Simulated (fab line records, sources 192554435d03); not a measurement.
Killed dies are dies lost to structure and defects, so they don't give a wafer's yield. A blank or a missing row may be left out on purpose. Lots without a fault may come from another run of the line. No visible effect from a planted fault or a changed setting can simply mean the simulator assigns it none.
Comparing a struck lot with a sound one    flow n5_finfet    14 out of 1938 route steps
Sound: wafers L635.2, L635.3, L635.4. The struck wafers were L651.1, L651.3, L651.6. Last of all comes the cause.
Each step with rows lists, per side, the tool, then ch with its chambers, then its first start. Under that, the readings that differ: sound wafers    struck wafers    difference of the means    sigmas: that difference in standard deviations of wafers without a fault.
alike: same words and numbers on both sides, and readings whose means sit less than 2 such deviations apart. not compared: any withheld reading, any reading some wafer has no value for, any bound like >300 that may hide the same value, and any number with overlapping values for which the record gives no deviation.
Wherever a step has rows on one side only, a row that says differs or no value, or a row with sigmas, the two part there. Numbers that don't overlap but have no deviation are shown without sigmas and don't part them. A reading that every wafer of one side lacks parts them only if that side has two wafers or more.

first, 1 step without rows for these wafers: N5_BEOL_M2_STRIP_75 (strips in N2/H2).
N5_BEOL_M2_STRIP_66: strips in CF4.
  sound on rie_diel-06 ch 0,2,3, day 7 11:42; struck on rie_diel-05 ch 0,3, day 11 13:19
  alike: bias_power_w, cf4_flow_sccm, drypump_motor_current_A, oes_product_au, rf_vpp_V, showerhead_plenum_p_Torr, throttle_valve_pct
  not compared: rf_hours_counter_h
N5_BEOL_M2_HM_OPEN_17: chemistry Cl2/BCl3, target TiN, target depth 20 nm, overetch 6 nm.
  sound on rie_metal-02 ch 0,1, day 7 11:44; struck on rie_metal-02 ch 0,1, day 11 13:21
  alike: bias_w, drypump_motor_current_A, mfc_ar_sccm, oes_product_au, throttle_valve_pct
  not compared: rf_hours_counter_h
N5_BEOL_M2_STRIP_19: strips in O2.
  sound on rie_diel-05 ch 0,1,2, day 7 11:51; struck on rie_diel-04 ch 0,2,3, day 11 13:28
  alike: drypump_motor_current_A, oes_product_au, rf_vpp_V, showerhead_plenum_p_Torr, throttle_valve_pct
  not compared: rf_hours_counter_h
N5_BEOL_M2_CD_MEAS_18: pitch 36 nm, target cd 18 nm.
  sound on cd_sem-03, day 7 11:56; struck on cd_sem-03, day 11 13:32
  alike: cd_nm
then, 7 steps without rows for these wafers: N5_BEOL_M2_COAT_67 (time 60 s, resist thk 60 nm); N5_BEOL_M2_COAT_68 (time 60 s, resist thk 12 nm); N5_BEOL_M2_COAT_76 (time 60 s, resist thk 5 nm); N5_BEOL_M2_COAT_22 (resist thk 30 nm); N5_BEOL_M2_EBR_24; N5_BEOL_M2_SOFTBAKE_23 (time 60 s); N5_BEOL_M2_EXPOSE_25 (exposes mask V1, defocus 5 nm).
N5_BEOL_M2_PEB_26: peb time 60 s.
  sound on litho_track-01 ch 0, day 7 12:11; struck on litho_track-01, day 11 13:55
  no value came back on the struck wafers for chill_plate_temp_C (C), exhaust_pa (Pa); on the sound wafers chill_plate_temp_C (C) reads 23.02 22.95 23.03
then, 1 step without rows for these wafers: N5_BEOL_M2_DEVELOP_27 (develop time 30 s).

WHERE THEY PART
Only at N5_BEOL_M2_PEB_26, as far as this record shows.

WHY: what the simulator had put in
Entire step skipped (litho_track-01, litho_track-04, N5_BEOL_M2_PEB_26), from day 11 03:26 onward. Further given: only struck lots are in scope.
